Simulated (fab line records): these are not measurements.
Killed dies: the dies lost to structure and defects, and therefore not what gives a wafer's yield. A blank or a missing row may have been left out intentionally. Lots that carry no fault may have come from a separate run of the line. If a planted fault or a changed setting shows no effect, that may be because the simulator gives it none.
Chamber matching || flow nand harc || NHARC_P_M2_CMP_23 on cmp-01 has 4 sister chambers
The step polishes, t overpolish 20 s, target thk 144.3 nm. 18 wafers are shown with their chamber, then 9 later ones without.

== WAFERS PAIRED WITH THEIR CHAMBERS ==
{"wafer": "L075.1", "chamber": 2, "motor current A (A)": 12.6, "time to endpoint s (s)": 33}
{"wafer": "L075.3", "chamber": 0, "motor current A (A)": 12.6, "time to endpoint s (s)": 35}
{"wafer": "L075.6", "chamber": 0, "motor current A (A)": 11.1, "time to endpoint s (s)": 36}
{"wafer": "L075.2", "chamber": 3, "motor current A (A)": 12.7, "time to endpoint s (s)": 36}
{"wafer": "L075.4", "chamber": 1, "motor current A (A)": 11.2, "time to endpoint s (s)": 27}
{"wafer": "L075.5", "chamber": 1, "motor current A (A)": 12.0, "time to endpoint s (s)": 30}
{"wafer": "L077.2", "chamber": 3, "motor current A (A)": 12.9, "time to endpoint s (s)": 33}
{"wafer": "L077.3", "chamber": 0, "motor current A (A)": 11.5, "time to endpoint s (s)": 30}
{"wafer": "L077.5", "chamber": 3, "motor current A (A)": 13.1, "time to endpoint s (s)": 33}
{"wafer": "L077.1", "chamber": 2, "motor current A (A)": 13.3, "time to endpoint s (s)": 28}
{"wafer": "L077.4", "chamber": 1, "motor current A (A)": 11.9, "time to endpoint s (s)": 26}
{"wafer": "L077.6", "chamber": 0, "motor current A (A)": 11.0, "time to endpoint s (s)": 33}
{"wafer": "L081.2", "chamber": 1, "motor current A (A)": 12.5, "time to endpoint s (s)": 28}
{"wafer": "L081.3", "chamber": 0, "motor current A (A)": 12.2, "time to endpoint s (s)": 33}
{"wafer": "L081.6", "chamber": 2, "motor current A (A)": 12.7, "time to endpoint s (s)": 34}
{"wafer": "L083.1", "chamber": 2, "motor current A (A)": 13.6, "time to endpoint s (s)": 31}
{"wafer": "L083.2", "chamber": 3, "motor current A (A)": 12.7, "time to endpoint s (s)": 34}
{"wafer": "L083.6", "chamber": 1, "motor current A (A)": 11.9, "time to endpoint s (s)": 29}

SIGNATURES (means of the wafers above)
{"reading": "motor current A", "chamber 0": 11.680, "chamber 1": 11.900, "chamber 2": 13.050, "chamber 3": 12.850, "scatter within a chamber": 0.508}
{"reading": "time to endpoint s", "chamber 0": 33.40, "chamber 1": 28.00, "chamber 2": 31.50, "chamber 3": 34.00, "scatter within a chamber": 2.04}
Rule: a wafer's distance from a chamber is the root of the sum, over the readings, of the square of ((its reading less the chamber's mean) divided by the reading's scatter). The wafer belongs to the nearest chamber; if the next one is less than 2 further off, it can't be placed. The scatter is the square root of a quotient: the sum, over the shown wafers, of each reading's squared deviation from its chamber's mean, divided by wafers minus chambers.

== WAFERS MISSING THEIR CHAMBER ==
{"wafer": "L088.2", "motor current A (A)": 11.3, "time to endpoint s (s)": 31}
{"wafer": "L088.3", "motor current A (A)": 12.6, "time to endpoint s (s)": 26}
{"wafer": "L088.6", "motor current A (A)": 12.7, "time to endpoint s (s)": 29}
{"wafer": "L086.1", "motor current A (A)": 13.7, "time to endpoint s (s)": 30}
{"wafer": "L086.2", "motor current A (A)": 11.4, "time to endpoint s (s)": 33}
{"wafer": "L086.5", "motor current A (A)": 12.7, "time to endpoint s (s)": 31}
{"wafer": "L091.4", "motor current A (A)": 12.4, "time to endpoint s (s)": 28}
{"wafer": "L091.5", "motor current A (A)": 11.7, "time to endpoint s (s)": 27}
{"wafer": "L091.6", "motor current A (A)": 11.9, "time to endpoint s (s)": 32}

== THE CHAMBER EACH PASSED THROUGH ==
{"wafer": "L088.2", "from the rows above": "can't be placed: 0 or 1 or 3", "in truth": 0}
{"wafer": "L088.3", "from the rows above": "can't be placed: 1 or 2", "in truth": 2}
{"wafer": "L088.6", "from the rows above": "can't be placed: 2 or 1 or 3 or 0", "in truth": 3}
{"wafer": "L086.1", "from the rows above": "can't be placed: 2 or 3", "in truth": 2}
{"wafer": "L086.2", "from the rows above": 0, "in truth": 0}
{"wafer": "L086.5", "from the rows above": "can't be placed: 2 or 3 or 1 or 0", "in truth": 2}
{"wafer": "L091.4", "from the rows above": "can't be placed: 1 or 2", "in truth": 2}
{"wafer": "L091.5", "from the rows above": 1, "in truth": 1}
{"wafer": "L091.6", "from the rows above": "can't be placed: 0 or 1 or 3 or 2", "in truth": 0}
2 of 9 placed correctly. Not placeable from these rows: 7 (in 7, the candidates include the true chamber). Number placed wrongly: 0.
